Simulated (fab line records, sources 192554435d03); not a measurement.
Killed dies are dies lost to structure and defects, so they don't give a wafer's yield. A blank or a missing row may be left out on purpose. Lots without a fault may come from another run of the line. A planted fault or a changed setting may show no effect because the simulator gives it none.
Problem report in the 8D (eight disciplines) form, filled by code | flow n5_finfet | the parts of the form that need people (team, actions taken, sign-off) are left out

1. THE PROBLEM
cd_nm at N5_BEOL_M8_CD_MEAS_11 reads a mean of 43.1 nm on 6 wafers of 2 lots; wafers without a fault read 38.4 nm with a standard deviation of 0.77. That is +6.1 standard deviations from the usual mean.
The step: target cd 38.5 nm.
First seen on wafer L167.2, day 10 17:59, on cd_sem-03. The record holds 21 wafers of 7 lots with a number at this step. Rule for "out", or "out of limits": more than 4 standard deviations from the usual mean. The other wafers with a number count as sound.

2. WHAT IT IS AND WHAT IT IS NOT
question                    | is                     | is not
which readings at this step | cd_nm                  | -
which lots                  | L167, L170             | L161, L171, L173, L175, L177
which wafers of those lots  | all that have a number | -
read on which gauges        | cd_sem-03              | cd_sem-01, cd_sem-02
when                        | from day 10 17:59      | up to then (3 sound wafers); but 12 sound wafers of L171, L173, L175, L177 came after

3. SUSPECTS, AND WHAT RULES EACH OUT
Counting: a tool at a process step up to the reading stays a suspect if it ran every lot that is out and no sound lot after the first of them.
- the gauge at N5_BEOL_M8_CD_MEAS_11: ruled out. All the wafers that are out were read on cd_sem-03, but those of them that N5_BEOL_M8_EXPOSE_08 has rows for are out there too, on other tools.
- arfi_scanner-01 at N5_BEOL_M8_EXPOSE_08 (exposes mask M8): kept. It ran every lot that is out, first L167 (day 10 17:52), and no sound lot after that; its last sound lot up to then is L161 (day 9 16:58). Its own readings are out on those wafers: exposure_dose_mJ_cm2.
Left after counting: arfi_scanner-01 at N5_BEOL_M8_EXPOSE_08.

4. THE CAUSE (what the simulator had put in)
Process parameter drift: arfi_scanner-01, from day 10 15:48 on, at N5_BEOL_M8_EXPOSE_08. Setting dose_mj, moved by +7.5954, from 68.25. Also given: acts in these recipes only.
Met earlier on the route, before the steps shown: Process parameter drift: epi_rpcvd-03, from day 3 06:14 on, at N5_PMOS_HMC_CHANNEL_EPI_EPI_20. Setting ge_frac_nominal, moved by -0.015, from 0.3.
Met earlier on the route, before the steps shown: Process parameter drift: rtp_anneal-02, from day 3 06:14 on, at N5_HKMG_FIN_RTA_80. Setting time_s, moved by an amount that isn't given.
Counting left only this tool.

5. THE CHAIN OF EFFECTS, in route order
Each row: a reading whose mean over the struck wafers that have a number lies more than 3 standard deviations from the usual. Only readings for which the record gives a usual standard deviation are gone through. hours: the time from each lot's start at the first step in this table that gives one to its start at this step, as a median over the lots. sigmas: the change in usual standard deviations.
hours | step                    | reading              | usual       | on struck wafers | change | sigmas
0     | N5_BEOL_M8_EXPOSE_08    | exposure_dose_mJ_cm2 | 68.22       | 75.02            | +6.80  | +99 or more
0     | N5_BEOL_M8_CD_MEAS_11   | cd_nm                | 38.4 nm     | 43.1             | +4.7   | +6.1
2     | N5_BEOL_M8_CD_MEAS_18   | cd_nm                | 39.9 nm     | 44.5             | +4.6   | +5.5
55    | N5_BEOL_M15_RC_MEAS_101 | SERP_M8              | 14.0 ohm/um | 11.5             | -2.5   | -3.8
55    | N5_BEOL_M15_RC_MEAS_101 | SERP_M8_max_site     | 14.5 ohm/um | 11.9             | -2.6   | -3.8
70    | N5_PASSIVATION_PROBE_49 | killed_at_M4_up      | 13          | 81               | +68    | +13
70    | N5_PASSIVATION_PROBE_49 | killed_on_rim        | 14          | 42               | +28    | +7.2
The process steps in it:
- N5_BEOL_M8_EXPOSE_08: exposes mask M8.
- N5_PASSIVATION_PROBE_49
Later measuring or inspecting steps at which every struck wafer that the step has a row for has a number for every such reading, and none has moved that far: N5_BEOL_M8_OVL_MEAS_12.

6. WHAT WOULD HAVE CAUGHT IT SOONER
In this record the first reading out of limits at a measuring or inspecting step was taken at day 10 17:59, 2 hours after the fault began at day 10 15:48.
The tool's own readings at N5_BEOL_M8_EXPOSE_08 were out on every struck wafer that the step has a row for (exposure_dose_mJ_cm2): an alarm limit on them would have fired on the first of those.
Of the lots that are out (2), L170 began N5_BEOL_M8_EXPOSE_08 on arfi_scanner-01 after day 10 17:59. A hold on the tool at that time would have spared it.
